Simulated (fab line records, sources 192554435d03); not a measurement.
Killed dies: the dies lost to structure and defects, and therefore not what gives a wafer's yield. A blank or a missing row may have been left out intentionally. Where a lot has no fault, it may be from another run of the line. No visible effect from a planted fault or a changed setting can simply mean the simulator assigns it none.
fab line records	flow n5Finfet
record lots=11	wafers=31	lastDay=18
route steps=1938 shown BEOL_M4@1083 PASSIVATION@1928
lots that met no fault: from a run of the same line without faults
startH: start of the lot's first displayed wafer, in hours after the record's first day	waitH: how many hours have passed since the lot's step before this one	" the same as in the row above	L1.1+2: a row that stands for several wafers	- either no value or no given start	* or withheld: withheld	< > ~ a bound
route shown NAME@n: names a module that has steps shown in the file, with the first one's number in the route	usual: mean/standard deviation taken from wafers without a fault	same: alike in all rows	chamber/n: place in a boat	sites: per-site readings	_std_site: their standard deviation	_edge_site: the outer-site mean with the inner-site mean subtracted	radiusMm: for every site, how far away it sits from the centre of the wafer	mask NAME#n: copy n	behind: tool/chamber where the wafer was last shaped	hold: reason for holding the lot/hours on hold/outcome of the hold	device: whichever transistor did not switch (one of n, p or np)	end of line: tests run on the same wafers once the route is complete	where a step has no rows: the recipe by itself	killed: dies that structure and defects cost at the first sort, which is not the same as the wafer's yield	map: shows each die of a wafer: x if killed, . if not, _ if none is there
set.NAME: setting as actually run; set.NAME@STEP: the setting as run at that earlier step	model.NAME: the simulator's own value behind a step, which no gauge read
route steps across a sampled set of lots; one table per step, one row per wafer
services: from which hour (startH, from the record's first day; less than 0 if before it) a tool's chamber was out of use, for how many hours, and why
## steps
# step N5_BEOL_M4_CVD_47
# recipe material=Co	targetThkA=30	tempC=withheld	precursor=CCTBA/H2	pressureTorr=30	timeS=223.8
lot.wafer	tool	chamber	startH	waitH
L404.1+4+6	cvdCo-02	2,1,0	169.30	0.1
L405.2+4+6	cvdCo-02	1,0,1	180.26	0.1
L406.1+3+4	cvdCo-02	0,1,0	185.01	0.1
L407.2+3+6	cvdCo-02	2,0,0	193.17	0.0
L408.1+3+6	cvdCo-01	0,2,1	201.24	0.1
L409.4+5	cvdCo-02	0,1	202.63	0.1
L411.4+6	cvdCo-02	1,0	217.22	0.1
L414.1+3+5	cvdCo-02	0,1,0	235.05	0.1
L415.2+5+6	cvdCo-02	2,2,1	240.43	0.1
L424.1+5+6	cvdCo-01	1,2,1	306.68	0.1
L425.4+5+6	cvdCo-02	0,2,1	306.91	0.1
# step N5_PASSIVATION_DESCUM_46
# recipe chemistry=O2	timeS=7.9	sourcePowerW=50	biasPowerW=20	pressureMtorr=20	rfFrequencyHz=2.712e+07	tempC=40	o2FlowSccm=225
# usual drypumpMotorCurrentA=5.7/0.42	oesProductAu=0.80/0.083	rfFwdPowerW=49.35/0.26	rfVppV=243.7/1.5	showerheadPlenumPTorr=2.13/0.064	throttleValvePct=20.38/0.24
lot.wafer	tool	chamber	startH	waitH	drypumpMotorCurrentA	oesProductAu	rfFwdPowerW	rfHoursCounterH	rfVppV	showerheadPlenumPTorr	throttleValvePct
L404.1	rieDiel-02	2	273.67	0.5	5.3	0.83	49.48	56	243.9	2.21	20.50
L404.4	"	1	"	"	5.9	0.88	49.17	-	246.4	2.20	20.06
L404.6	"	2	"	"	5.3	0.83	49.47	-	244.5	2.21	20.50
L405.2	rieDiel-01	2	289.60	0.0	5.1	0.82	49.07	85	241.5	2.04	20.37
L405.4	"	1	"	"	6.1	0.72	49.59	225	243.2	2.07	20.54
L405.6	"	3	"	"	5.8	0.66	49.33	-	244.3	2.15	21.03
L406.1	rieDiel-03	2	294.44	0.2	5.6	0.71	49.59	181	244.1	2.11	20.76
L406.3	"	3	"	"	6.0	0.81	49.37	115	242.9	2.14	20.48
L406.4	"	1	"	"	6.1	0.90	49.35	-	241.0	2.04	19.85
L407.2	rieDiel-01	2	320.94	0.0	5.1	0.81	49.55	98	240.7	2.04	20.39
L407.3	"	0	"	"	5.8	0.67	48.95	227	243.5	2.15	20.50
L407.6	"	0	"	"	5.8	0.67	48.99	-	244.1	2.15	20.49
L409.4	rieDiel-02	1	321.15	0.0	5.9	0.85	49.12	-	245.7	2.19	20.08
L409.5	"	2	"	"	5.3	0.80	49.60	-	245.1	2.21	20.52
L411.4	rieDiel-02	0	328.99	0.2	5.1	0.92	49.00	11	245.1	2.22	20.18
L411.6	"	2	"	"	5.3	0.80	49.78	-	246.8	2.21	20.53
L408.1	rieDiel-03	1	330.44	0.2	6.1	0.85	49.24	49	241.7	2.03	19.87
L408.3	"	2	"	"	5.6	0.70	49.80	197	243.8	2.10	20.78
L408.6	"	0	"	"	5.4	0.88	49.47	-	244.1	2.21	20.20
L414.1	rieDiel-01	3	344.55	0.0	5.8	0.96	49.44	5	243.1	2.15	20.56
L414.3	"	1	"	"	6.1	0.70	49.53	246	243.0	2.06	20.57
L414.5	"	2	"	"	5.1	0.79	49.16	-	242.0	2.03	20.42
L415.2	rieDiel-01	1	348.57	0.0	6.1	0.71	49.42	249	244.0	2.06	20.57
L415.5	"	1	"	"	6.1	0.70	49.75	-	242.1	2.06	20.58
L415.6	"	2	"	"	5.1	0.80	49.29	-	242.5	2.03	20.41
L425.4	rieDiel-03	2	413.43	0.1	5.5	0.67	49.78	-	241.9	2.09	20.83
L425.5	"	3	"	"	6.0	0.77	49.09	-	243.9	2.13	20.53
L425.6	"	1	"	"	6.2	0.81	49.56	-	241.6	2.02	19.93
L424.1	rieDiel-01	0	418.57	0.3	5.8	0.96	48.98	4	242.4	2.14	20.17
L424.5	"	3	"	"	5.8	0.89	49.56	-	245.1	2.14	20.60
L424.6	"	0	"	"	5.8	0.95	48.79	-	242.9	2.14	20.18
# step N5_PASSIVATION_PASS_ETCH_47
# recipe chemistry=CF4/O2	target=SiNx	targetDepthA=7700	timeS=385	ionEnergyEv=100	pressureMtorr=40	sourceW=535	biasW=49	Ar_flow_sccm=100	cf4FlowSccm=100	O2_flow_sccm=10
# usual drypumpMotorCurrentA=5.7/0.42	oesProductAu=0.80/0.081	rfFwdPowerW=533.9/1.6	rfVppV=242/9.9	showerheadPlenumPTorr=2.24/0.08	throttleValvePct=15.84/0.24
lot.wafer	tool	chamber	startH	waitH	drypumpMotorCurrentA	oesProductAu	rfFwdPowerW	rfHoursCounterH	rfVppV	showerheadPlenumPTorr	throttleValvePct
L404.1	rieDiel-02	2	273.71	0.0	5.3	0.84	533.1	56	236	2.35	15.97
L404.4	"	1	"	"	5.9	0.90	533.8	-	251	2.33	15.66
L404.6	"	2	"	"	5.3	0.84	532.6	-	235	2.35	15.98
L405.2	rieDiel-01	2	289.63	0.0	5.2	0.82	536.2	85	220	2.12	15.59
L405.4	"	1	"	"	6.1	0.71	536.5	225	243	2.16	15.89
L405.6	"	3	"	"	5.8	0.68	536.5	-	249	2.26	16.35
L406.1	rieDiel-03	2	294.47	0.0	5.6	0.72	534.8	181	245	2.21	16.12
L406.3	"	3	"	"	6.0	0.79	536.1	115	244	2.23	15.83
L406.4	"	1	"	"	6.2	0.87	532.8	-	240	2.14	15.28
L407.2	rieDiel-01	2	320.97	0.0	5.1	0.81	534.0	98	218	2.12	15.60
L407.3	"	0	"	"	5.8	0.67	532.5	227	253	2.28	16.18
L407.6	"	0	"	"	5.8	0.68	533.0	-	254	2.28	16.21
L409.4	rieDiel-02	1	321.28	0.1	5.9	0.88	534.0	-	252	2.33	15.70
L409.5	"	2	"	"	5.3	0.82	533.5	-	236	2.35	16.01
L411.4	rieDiel-02	0	329.03	0.0	5.0	0.91	532.6	11	243	2.33	15.64
L411.6	"	2	"	"	5.2	0.82	536.6	-	235	2.34	16.02
L408.1	rieDiel-03	1	330.47	0.0	6.2	0.85	535.1	49	241	2.14	15.34
L408.3	"	2	"	"	5.6	0.71	534.0	197	245	2.21	16.17
L408.6	"	0	"	"	5.4	0.87	531.3	-	252	2.31	15.58
L414.1	rieDiel-01	3	344.59	0.0	5.8	0.98	534.5	5	249	2.26	15.85
L414.3	"	1	"	"	6.1	0.69	537.4	246	243	2.16	15.95
L414.5	"	2	"	"	5.1	0.80	533.8	-	220	2.11	15.62
L415.2	rieDiel-01	1	348.61	0.0	6.1	0.69	535.8	249	244	2.15	15.96
L415.5	"	1	"	"	6.0	0.69	536.1	-	244	2.15	15.94
L415.6	"	2	"	"	5.1	0.80	531.8	-	221	2.11	15.63
L425.4	rieDiel-03	2	413.56	0.1	5.6	0.69	533.4	-	244	2.20	16.21
L425.5	"	3	"	"	6.0	0.76	533.1	-	246	2.22	15.90
L425.6	"	1	"	"	6.2	0.81	532.9	-	241	2.13	15.39
L424.1	rieDiel-01	0	418.60	0.0	5.8	0.94	532.4	4	254	2.27	15.77
L424.5	"	3	"	"	5.8	0.90	536.9	-	249	2.25	15.92
L424.6	"	0	"	"	5.8	0.95	534.2	-	251	2.27	15.79
# step N5_PASSIVATION_STRIP_48
# recipe chemistry=O2	powerW=600	tempC=60	pressureMtorr=30	rfFrequencyHz=6e+07	biasPowerW=0	overashFraction=0.5	o2FlowSccm=225
# usual drypumpMotorCurrentA=5.7/0.42	oesProductAu=0.80/0.084	rfVppV=3.6/2.4	showerheadPlenumPTorr=2.13/0.064	throttleValvePct=16.63/0.24
lot.wafer	tool	chamber	startH	waitH	drypumpMotorCurrentA	oesProductAu	rfHoursCounterH	rfVppV	showerheadPlenumPTorr	throttleValvePct
L404.1	rieDiel-02	2	274.23	0.1	5.3	0.85	56	6.9	2.21	16.64
L404.4	"	1	"	"	5.9	0.89	-	4.7	2.20	16.34
L404.6	"	2	"	"	5.3	0.82	-	2.0	2.22	16.66
L405.2	rieDiel-01	2	290.15	0.1	5.1	0.84	85	4.3	2.05	16.58
L405.4	"	1	"	"	6.1	0.70	225	2.9	2.07	16.75
L405.6	"	3	"	"	5.7	0.67	-	10.2	2.16	17.22
L406.1	rieDiel-03	2	294.99	0.1	5.6	0.73	182	2.9	2.11	16.95
L406.3	"	3	"	"	6.0	0.82	115	3.5	2.14	16.76
L406.4	"	1	"	"	6.1	0.93	-	0.4	2.04	16.06
L407.2	rieDiel-01	2	321.49	0.1	5.1	0.79	98	2.9	2.04	16.61
L407.3	"	0	"	"	5.8	0.64	228	5.5	2.15	16.83
L407.6	"	0	"	"	5.8	0.64	-	4.3	2.15	16.92
L409.4	rieDiel-02	1	321.70	0.0	5.9	0.85	-	4.0	2.19	16.36
L409.5	"	2	"	"	5.2	0.81	-	4.5	2.21	16.74
L411.4	rieDiel-02	0	329.55	0.1	5.1	0.92	11	1.2	2.22	16.43
L411.6	"	2	"	"	5.2	0.82	-	4.8	2.21	16.68
L408.1	rieDiel-03	1	330.99	0.1	6.2	0.86	49	1.3	2.04	16.05
L408.3	"	2	"	"	5.6	0.72	197	1.4	2.11	16.96
L408.6	"	0	"	"	5.4	0.85	-	5.4	2.21	16.36
L414.1	rieDiel-01	3	345.10	0.1	5.8	0.99	5	6.6	2.15	16.67
L414.3	"	1	"	"	6.1	0.70	247	6.6	2.07	16.89
L414.5	"	2	"	"	5.2	0.80	-	3.0	2.04	16.57
L415.2	rieDiel-01	1	349.12	0.1	6.0	0.70	249	5.1	2.07	16.85
L415.5	"	1	"	"	6.1	0.71	-	1.4	2.07	16.88
L415.6	"	2	"	"	5.1	0.81	-	3.3	2.04	16.62
L425.4	rieDiel-03	2	413.98	0.0	5.6	0.65	-	5.4	2.10	17.04
L425.5	"	3	"	"	5.9	0.75	-	1.9	2.13	16.80
L425.6	"	1	"	"	6.2	0.81	-	6.5	2.03	16.19
L424.1	rieDiel-01	0	419.12	0.1	5.9	0.97	4	8.3	2.14	16.41
L424.5	"	3	"	"	5.8	0.91	-	0.2	2.14	16.78
L424.6	"	0	"	"	5.8	0.90	-	6.1	2.14	16.44
# step N5_PASSIVATION_PROBE_49
# usual defectLimitedYield=91.5/1.5	killed_at_M0_to_M3=33/9.9	killed_at_M4_up=14/5.2	killedAtContacts=11/5.2	killedAtFrontEnd=38/10	killedAtOther=4/3.5	killedDies=100/18	killedOnRim=13/4.1	killedOpen=66/14	killedShort=32/6.9	sort_bin_5_function=5.0/1	sort_bin_6_memory=3.1/0.69	sortNPass=1080/18	sortYieldPct=91.5/1.5
# same grossDies=1180	killedAtBackSide=0	sort_bin_4_leakage[%]=0	sort_bin_8_speed[%]=0
lot.wafer	tool	chamber	startH	waitH	defectLimitedYield[%]	killed_at_M0_to_M3	killed_at_M4_up	killedAtContacts	killedAtFrontEnd	killedAtOther	killedDies	killedOnRim	killedOpen	killedShort	sort_bin_5_function[%]	sort_bin_6_memory[%]	sortNPass	sortYieldPct[%]
L406.1	prober-01	-	297.51	0.0	92.7	23	8	14	37	4	86	6	57	28	4.6	2.5	1094	92.7
L406.3	prober-01	-	297.61	0.1	91.0	36	16	21	32	1	106	14	72	34	5.8	3.0	1074	91.0
L406.4	prober-01	-	297.66	0.2	92.0	37	11	13	28	5	94	12	60	34	4.7	2.8	1086	92.0
L407.2	prober-01	-	324.03	0.1	92.4	28	15	13	25	9	90	8	61	28	4.2	3.1	1090	92.4
L407.3	prober-01	-	324.08	0.1	93.1	14	12	14	30	11	81	13	49	28	4.9	1.7	1099	93.1
L407.6	prober-01	-	324.23	0.3	92.5	22	14	10	30	12	88	11	55	27	4.6	2.9	1092	92.5
L408.1	prober-02	-	333.61	0.1	93.1	25	11	8	37	1	82	9	51	31	3.6	2.9	1098	93.1
L408.3	prober-02	-	333.71	0.2	91.3	31	15	12	44	1	103	8	68	29	5.1	2.9	1077	91.3
L408.6	prober-02	-	333.86	0.4	91.4	50	16	3	32	1	102	16	59	37	5.1	2.9	1078	91.4
L414.1	prober-02	-	347.61	0.0	93.1	25	10	3	35	8	81	10	40	34	3.6	2.5	1099	93.1
L414.3	prober-02	-	347.71	0.1	83.4	23	129	5	37	2	196	24	46	32	10.8	3.7	984	83.4
L414.5	prober-02	-	347.81	0.2	93.7	28	13	7	25	1	74	8	46	27	3.6	2.5	1106	93.7
L415.2	prober-02	-	351.69	0.1	94.0	29	13	7	20	2	71	4	56	15	3.7	2.2	1109	94.0
L415.5	prober-02	-	351.84	0.2	92.9	37	11	4	32	0	84	16	54	23	3.4	2.6	1096	92.9
L415.6	prober-02	-	351.89	0.3	83.7	34	121	6	27	4	192	27	57	27	9.4	4.7	988	83.7
L425.4	prober-02	-	417.16	0.7	89.6	45	15	10	49	4	123	16	89	34	6.0	4.3	1057	89.6
L425.5	prober-02	-	417.21	0.8	92.5	32	17	9	30	0	88	14	54	34	4.0	3.2	1092	92.5
L425.6	prober-02	-	417.26	0.8	92.7	22	8	10	40	6	86	14	57	29	3.6	3.5	1094	92.7
# killed by level:class
L406.1 MOL_CONTACT_COAG:geometricParticle:open=10 FIN_SAQP:geometricParticle:open=9 BEOL_M0_SAQP:geometricParticle:open=7 BEOL_M0_SAQP:geometricParticle:short=7 GATE_CUT:geometricParticle:open=6 STARTING-WAFER:geometricParticle:short=6 BEOL_M2:geometricParticle:open=5 DUMMY_GATE:geometricParticle:open=4
L406.3 MOL_CONTACT_COAG:geometricParticle:open=17 BEOL_M1:geometricParticle:open=10 FIN_SAQP:geometricParticle:short=9 BEOL_M0_SAQP:geometricParticle:short=7 DUMMY_GATE:geometricParticle:open=6 BEOL_M0_SAQP:geometricParticle:open=5 BEOL_M0:geometricParticle:open=5 BEOL_M4:geometricParticle:open=5
L406.4 MOL_CONTACT_COAG:geometricParticle:open=9 BEOL_M0_SAQP:geometricParticle:open=9 BEOL_M2:geometricParticle:open=9 BEOL_M0_SAQP:geometricParticle:short=7 GATE_CUT:geometricParticle:short=6 BEOL_M1:geometricParticle:open=6 FIN_SAQP:geometricParticle:short=4 STI_FIN_REVEAL:geometricParticle:open=4
L407.2 MOL_CONTACT_COAG:geometricParticle:open=11 BEOL_M1:geometricParticle:open=9 STI_FIN_REVEAL:geometricParticle:open=6 MIM_TOP_ETCH:geometricParticle:short=6 BEOL_M0_SAQP:geometricParticle:open=4 BEOL_M2:geometricParticle:open=4 BEOL_M4:geometricParticle:open=4 STARTING-WAFER:geometricParticle:short=4
L407.3 MOL_CONTACT_COAG:geometricParticle:open=11 BEOL_M0_SAQP:geometricParticle:short=6 DUMMY_GATE:geometricParticle:open=5 GATE_CUT:geometricParticle:short=5 BEOL_M4:geometricParticle:open=5 STARTING-WAFER:geometricParticle:open=4 PASSIVATION:areaEtch=4 FIN_SAQP:geometricParticle:open=3
L407.6 FIN_SAQP:geometricParticle:open=9 MOL_CONTACT_COAG:geometricParticle:open=9 BEOL_M0_SAQP:geometricParticle:open=7 BEOL_M0_SAQP:geometricParticle:short=4 BEOL_M2:geometricParticle:open=4 BEOL_M4:geometricParticle:open=4 MIM_TOP_ETCH:geometricParticle:open=4 PASSIVATION:areaEtch=4
L408.1 FIN_SAQP:geometricParticle:open=9 BEOL_M0_SAQP:geometricParticle:short=7 FIN_SAQP:geometricParticle:short=6 MOL_CONTACT_COAG:geometricParticle:open=6 BEOL_M0_SAQP:geometricParticle:open=6 BEOL_M3:geometricParticle:open=6 GATE_CUT:geometricParticle:short=5 STI_FIN_REVEAL:geometricParticle:open=4
L408.3 FIN_SAQP:geometricParticle:open=14 MOL_CONTACT_COAG:geometricParticle:open=12 BEOL_M4:geometricParticle:open=12 BEOL_M0_SAQP:geometricParticle:short=9 FIN_SAQP:geometricParticle:short=7 DUMMY_GATE:geometricParticle:open=6 BEOL_M0_SAQP:geometricParticle:open=6 HKMG_FIN:areaEtch=6
L408.6 BEOL_M0_SAQP:geometricParticle:open=26 BEOL_M0_SAQP:geometricParticle:short=22 FIN_SAQP:geometricParticle:open=9 BEOL_M4:geometricParticle:open=7 HKMG_FIN:areaEtch=6 FIN_SAQP:geometricParticle:short=5 STI_FIN_REVEAL:geometricParticle:open=4 ILD0:geometricParticle:short=3
L414.1 FIN_SAQP:geometricParticle:short=8 BEOL_M2:geometricParticle:open=6 HKMG_FIN:areaEtch=6 BEOL_M0_SAQP:geometricParticle:open=5 BEOL_M0_SAQP:geometricParticle:short=5 BEOL_M1:geometricParticle:open=5 GATE_CUT:geometricParticle:short=4 PASS1_CAP:geometricParticle:short=4
L414.3 BEOL_M4:unspecified=118 FIN_SAQP:geometricParticle:short=10 FIN_SAQP:geometricParticle:open=7 BEOL_M0_SAQP:geometricParticle:short=6 BEOL_M0_SAQP:geometricParticle:open=5 BEOL_M4:geometricParticle:open=5 MOL_CONTACT_COAG:geometricParticle:open=4 GATE_CUT:geometricParticle:short=4
L414.5 BEOL_M2:geometricParticle:open=9 DUMMY_GATE:geometricParticle:open=7 BEOL_M0_SAQP:geometricParticle:open=6 GATE_CUT:geometricParticle:short=5 MOL_CONTACT_COAG:geometricParticle:open=5 BEOL_M0_SAQP:geometricParticle:short=5 BEOL_M0:geometricParticle:short=3 FIN_SAQP:geometricParticle:open=2
L415.2 MOL_CONTACT_COAG:geometricParticle:open=7 BEOL_M0_SAQP:geometricParticle:open=7 STI_FIN_REVEAL:geometricParticle:open=6 BEOL_M2:geometricParticle:open=6 BEOL_M4:geometricParticle:open=6 GATE_CUT:geometricParticle:short=5 BEOL_M1:geometricParticle:open=5 BEOL_M3:geometricParticle:open=4
L415.5 BEOL_M1:geometricParticle:open=10 STI_FIN_REVEAL:geometricParticle:open=9 BEOL_M0_SAQP:geometricParticle:short=8 BEOL_M0_SAQP:geometricParticle:open=7 BEOL_M2:geometricParticle:open=7 HKMG_FIN:areaEtch=7 BEOL_M4:geometricParticle:open=6 MOL_CONTACT_COAG:geometricParticle:open=4
L415.6 BEOL_M4:unspecified=108 BEOL_M1:geometricParticle:open=10 FIN_SAQP:geometricParticle:short=6 BEOL_M0_SAQP:geometricParticle:short=6 MOL_CONTACT_COAG:geometricParticle:open=5 STI_FIN_REVEAL:geometricParticle:open=5 BEOL_M0_SAQP:geometricParticle:open=5 BEOL_M2:geometricParticle:open=5
L425.4 BEOL_M2:geometricParticle:open=15 BEOL_M3:geometricParticle:open=11 STI_FIN_REVEAL:geometricParticle:open=10 FIN_SAQP:geometricParticle:open=9 MOL_CONTACT_COAG:geometricParticle:open=9 FIN_SAQP:geometricParticle:short=8 BEOL_M4:geometricParticle:open=7 BEOL_M0_SAQP:geometricParticle:short=5
L425.5 FIN_SAQP:geometricParticle:short=12 FIN_SAQP:geometricParticle:open=8 MOL_CONTACT_COAG:geometricParticle:open=8 BEOL_M0_SAQP:geometricParticle:short=8 BEOL_M2:geometricParticle:open=6 BEOL_M0_SAQP:geometricParticle:open=5 BEOL_M1:geometricParticle:open=5 BEOL_M4:geometricParticle:short=4
L425.6 STI_FIN_REVEAL:geometricParticle:open=8 GATE_CUT:geometricParticle:short=8 MOL_CONTACT_COAG:geometricParticle:open=6 GATE_CUT:geometricParticle:open=5 FIN_SAQP:geometricParticle:open=4 FIN_SAQP:geometricParticle:short=4 BEOL_M4:geometricParticle:open=4 MOL_CONTACT_COAG:geometricParticle:short=4
## services
tool	chamber	startH	hours	kind
cvdCo-02	-	145.58	0.9	repair
cvdCo-01	1	190.56	7.6	repair
cvdCo-02	0	196.33	2.2	repair
cvdCo-02	0	202.91	7.9	repair
cvdCo-01	0	203.59	15.8	repair
rieDiel-01	0	227.96	4.4	repair
rieDiel-01	0	265.24	2.7	repair
rieDiel-03	3	269.14	2.9	repair
rieDiel-03	0	276.55	9.1	repair
rieDiel-03	0	288.37	9.7	repair
rieDiel-02	-	297.79	0.4	repair
cvdCo-02	0	309.62	7.1	repair
rieDiel-01	3	310.63	-	clean
rieDiel-01	3	310.63	-	consumableReplace:focusRing
rieDiel-01	3	310.63	18.1	scheduledDown
rieDiel-01	3	310.63	18.1	ventCycle
rieDiel-03	3	317.24	16.4	repair
rieDiel-02	0	318.32	7.6	repair
cvdCo-02	-	326.14	0.7	repair
rieDiel-01	1	351.51	-	clean
rieDiel-01	1	351.51	-	consumableReplace:focusRing
rieDiel-01	1	351.51	29.7	scheduledDown
cvdCo-01	-	403.25	3.8	repair
rieDiel-03	0	412.78	1.7	repair
## key
firstSign step=N5_PASSIVATION_PROBE_49	reading=killed_at_M4_up	direction=up	sigmas=21	usual=14	struck=125
effect step=N5_PASSIVATION_PROBE_49	reading=defectLimitedYield	direction=down	sigmas=5.2	usual=91.5	struck=83.6
moreKillsBornAt N5_BEOL_M4_CVD_47@cvdCo-02=226
metAt N5_BEOL_M4_CVD_47
struckLots L414,L415
struckWafers L414.3,L415.6
notActingAt N5_PASSIVATION_DESCUM_46,N5_PASSIVATION_PASS_ETCH_47,N5_PASSIVATION_STRIP_48
onsetBetween 217.22 235.05
fault kind=chamberParticleSource	tool=cvdCo-02	chamber=1	onsetH=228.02	steps=N5_BEOL_M4_CVD_47	ratePerVisitCm2=0.83583	endH=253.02
